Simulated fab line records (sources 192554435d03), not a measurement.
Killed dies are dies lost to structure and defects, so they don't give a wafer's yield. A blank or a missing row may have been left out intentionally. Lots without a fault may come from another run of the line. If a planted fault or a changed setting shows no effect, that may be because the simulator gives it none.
Which tool was responsible? / flow n5-finfet / 7 lots, 21 wafers sampled, at 3 steps of a route of 1938

## WHAT EACH GAUGE READ, for each wafer
N5_BEOL_M15_INSPECT_55: inspects for defects (darkfield).
lot=L388; measured=day 12 07:56; on=defect-inspect-01; raw-defect-count=54 65 83
lot=L393; measured=day 13 02:04; on=defect-inspect-01; raw-defect-count=108 57 119
lot=L396; measured=day 14 10:58; on=defect-inspect-01; raw-defect-count=85 71 90
lot=L397; measured=day 14 11:31; on=defect-inspect-01; raw-defect-count=86 104 96
lot=L399; measured=day 15 00:10; on=defect-inspect-02; raw-defect-count=41 38 70
lot=L402; measured=day 15 11:28; on=defect-inspect-02; raw-defect-count=62 46 59
lot=L410; measured=day 17 13:15; on=defect-inspect-02; raw-defect-count=68 51 69

## WHICH TOOL RAN EACH LOT (tool, then ch and the chambers of the sampled wafers, then the start)
lot=L388; N5_BEOL_M10_SPUTTER_48=pvd-sputter-02, day 11 02:14; N5_BEOL_M15_DEGAS_41=pvd-sputter-02, day 12 06:35
lot=L393; N5_BEOL_M10_SPUTTER_48=pvd-sputter-02, day 11 15:22; N5_BEOL_M15_DEGAS_41=pvd-sputter-01, day 13 00:43
lot=L396; N5_BEOL_M10_SPUTTER_48=pvd-sputter-03, day 12 18:33; N5_BEOL_M15_DEGAS_41=pvd-sputter-03, day 14 09:20
lot=L397; N5_BEOL_M10_SPUTTER_48=pvd-sputter-03, day 12 21:50; N5_BEOL_M15_DEGAS_41=pvd-sputter-03, day 14 10:01
lot=L399; N5_BEOL_M10_SPUTTER_48=pvd-sputter-02, day 13 11:38; N5_BEOL_M15_DEGAS_41=pvd-sputter-01, day 14 22:49
lot=L402; N5_BEOL_M10_SPUTTER_48=pvd-sputter-03, day 14 00:05; N5_BEOL_M15_DEGAS_41=pvd-sputter-01, day 15 09:53
lot=L410; N5_BEOL_M10_SPUTTER_48=pvd-sputter-01, day 16 02:31; N5_BEOL_M15_DEGAS_41=pvd-sputter-03, day 17 11:38
- N5_BEOL_M10_SPUTTER_48: material Cu, target thk 12 nm, time 2 s.
- N5_BEOL_M15_DEGAS_41: time 60 s.

## THE ANSWER, worked out from the rows above alone
Rule: usual is defined by the lots themselves. The widest of any qualifying gaps counts: lots, ordered by their means at a reading, are off when they make up no more than a third of the lots, leave a main group of 4 or more, and stand apart from it by 3 or more times the standard deviation of that group's means. Not used: any main group whose means are identical at the precision the tables above print for the reading. Also off: a lot with no number at a reading for which 4 or more lots have one. The other lots that the step has rows for count as sound.
Across all readings shown, no lot is off: no conclusion can be drawn from this.

## WHAT HAD BEEN PUT IN BY THE SIMULATOR
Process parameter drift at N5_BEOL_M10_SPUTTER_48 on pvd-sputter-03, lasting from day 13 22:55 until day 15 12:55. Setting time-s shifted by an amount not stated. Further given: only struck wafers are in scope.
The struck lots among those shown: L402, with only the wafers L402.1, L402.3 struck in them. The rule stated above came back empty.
